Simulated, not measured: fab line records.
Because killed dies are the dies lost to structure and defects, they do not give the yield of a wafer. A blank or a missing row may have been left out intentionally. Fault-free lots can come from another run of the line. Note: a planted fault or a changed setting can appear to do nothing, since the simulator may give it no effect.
Chamber matching	flow nandHarc	NHARC_P_M0_DEP_00 on pecvd-01: 3 sister chambers
The step deposits SiOC, target thk 150 nm. 3 wafers are shown with their chamber, then 7 later ones without.

EACH WAFER AND ITS CHAMBER
wafer	chamber	showerheadVppV (V)
L465.1	1	1570
L472.1	0	1564
L472.2	2	1486

WAFERS WITHOUT THEIR CHAMBER
wafer	showerheadVppV (V)
L472.6	1508
L475.1	1553
L475.3	1537
L475.5	1528
L476.3	1498
L476.4	1519
L476.6	1570

EACH ONE'S CHAMBER
wafer	from the rows above	in truth
L472.6	can't be placed: 2 or 0 or 1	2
L475.1	can't be placed: 0 or 1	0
L475.3	can't be placed: 0 or 1 or 2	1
L475.5	can't be placed: 0 or 1 or 2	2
L476.3	2	2
L476.4	can't be placed: 2 or 0 or 1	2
L476.6	can't be placed: 1 or 0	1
Placed correctly: 1 of 7. These rows do not allow placing 6 (true chamber among the candidates in 6). Wrongly placed: 0.
How it was worked out, from the rows above alone: a wafer's distance from a chamber is the root of the sum, over the readings, of the square of ((its reading less the chamber's mean) divided by the reading's scatter). The wafer belongs to the nearest chamber; if the next one is less than 2 further off, it can't be placed. Each chamber's mean is taken over the wafers shown for it. The scatter: root of mean squared gap, hidden wafer to nearest shown wafer, with one shown wafer a chamber.
